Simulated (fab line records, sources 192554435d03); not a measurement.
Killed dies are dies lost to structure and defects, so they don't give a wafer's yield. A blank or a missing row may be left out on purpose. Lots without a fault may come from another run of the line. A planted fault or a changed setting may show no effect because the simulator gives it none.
A struck lot beside a sound one | flow n5_finfet | 14 steps out of a route of 1938
Sound: wafers L972.1, L972.3, L972.4. Struck: wafers L983.1, L983.6. (L983.5 of the same lot was not struck and is left out.) The cause comes at the end.
At each step with rows: each side's tool, then ch and its chambers, then its first start. Under that, the readings that differ: sound wafers | struck wafers | difference of the means | sigmas: that difference in standard deviations of wafers without a fault.
alike: readings whose means differ by less than 2 such deviations, and words and numbers that are the same on both sides. not compared: withheld readings, readings that some wafer has no value for, bounds like >300 that may hide the same value, and numbers for which the record gives no deviation and whose values overlap.
The two part at a step that has a row with sigmas, a row that says differs or no value, or rows on one side only. Numbers that don't overlap but have no deviation are shown without sigmas and don't part them. A reading that every wafer of one side lacks parts them only if that side has two wafers or more.

first, 7 steps without rows for these wafers: N5_BEOL_M9_COAT_75 (time 60 s, resist thk 5 nm); N5_BEOL_M9_COAT_22 (resist thk 30 nm); N5_BEOL_M9_EBR_24; N5_BEOL_M9_SOFTBAKE_23 (time 60 s); N5_BEOL_M9_EXPOSE_25 (exposes mask V8); N5_BEOL_M9_PEB_26 (peb time 60 s); N5_BEOL_M9_DEVELOP_27 (develop time 30 s).
N5_BEOL_M9_CD_MEAS_28: target cd 70 nm.
  sound on cd_sem-03 ch 0, day 11 14:07; struck on cd_sem-02 ch 0, day 14 06:50
  reading    | sound             | struck      | difference | sigmas
  cd_nm (nm) | 70.33 70.71 70.26 | 69.78 69.74 | -0.67      | -2
N5_BEOL_M9_OVL_MEAS_29:
  sound on overlay-01 ch 0, day 11 14:09; struck on overlay-01 ch 0, day 14 06:52
  alike: V8_OVL
N5_BEOL_M9_INSPECT_30: inspects for defects (brightfield).
  sound on defect_inspect-01, day 11 14:13; struck on defect_inspect-01, day 14 06:55
  alike: raw_defect_count
N5_BEOL_M9_DESCUM_33: chemistry O2, time 7 s.
  sound on rie_diel-05 ch 1,2,3, day 11 14:15; struck on rie_diel-05 ch 3, day 14 06:57
  alike: drypump_motor_current_A, o2_flow_sccm, oes_product_au, rf_vpp_V, showerhead_plenum_p_Torr, throttle_valve_pct
  not compared: rf_hours_counter_h
N5_BEOL_M9_ETCH_76: etches underlayer in N2/H2, target depth 6.5 nm, time 5.2 s.
  sound on rie_diel-05 ch 1,2,3, day 11 14:17; struck on rie_diel-05 ch 3, day 14 06:59
  alike: drypump_motor_current_A, etch_rf_on_time_s, h2_flow_sccm, oes_product_au, rf_vpp_V, showerhead_plenum_p_Torr, throttle_valve_pct
  not compared: rf_hours_counter_h
N5_BEOL_M9_ETCH_65: etches SiARC in CF4, target depth 15.6 nm, time 26 s.
  sound on rie_diel-05 ch 1,2,3, day 11 14:18; struck on rie_diel-05 ch 3, day 14 07:00
  reading                         | sound             | struck      | difference | sigmas
  cf4_flow_sccm (sccm)            | 99.79 99.95 99.78 | 77.16 77.35 | -22.59     | -81
  etch_rf_on_time_s (s)           | 26.8 26.1 25.4    | 27.4 27.7   | +1.4       | +3
  showerhead_plenum_p_Torr (Torr) | 2.15 2.08 2.16    | 1.98 1.98   | -0.15      | -3
  throttle_valve_pct (%)          | 15.42 15.36 15.94 | 14.54 14.54 | -1.03      | -4
  alike: drypump_motor_current_A, mfc_ar_sccm, oes_product_au, rf_vpp_V
  not compared: rf_hours_counter_h
N5_BEOL_M9_ETCH_66: etches SOC in N2/H2, target depth 80 nm, overetch 16 nm, time 120 s.
  sound on rie_diel-05 ch 1,2,3, day 11 14:19; struck on rie_diel-05 ch 3, day 14 07:02
  alike: drypump_motor_current_A, h2_flow_sccm, oes_product_au, rf_vpp_V, showerhead_plenum_p_Torr, throttle_valve_pct
  not compared: rf_hours_counter_h

WHERE THEY PART
First at N5_BEOL_M9_CD_MEAS_28; last, within this record, at N5_BEOL_M9_ETCH_65. Later steps at which nothing parts them and some readings are alike: N5_BEOL_M9_ETCH_66.

WHY: what the simulator had put in
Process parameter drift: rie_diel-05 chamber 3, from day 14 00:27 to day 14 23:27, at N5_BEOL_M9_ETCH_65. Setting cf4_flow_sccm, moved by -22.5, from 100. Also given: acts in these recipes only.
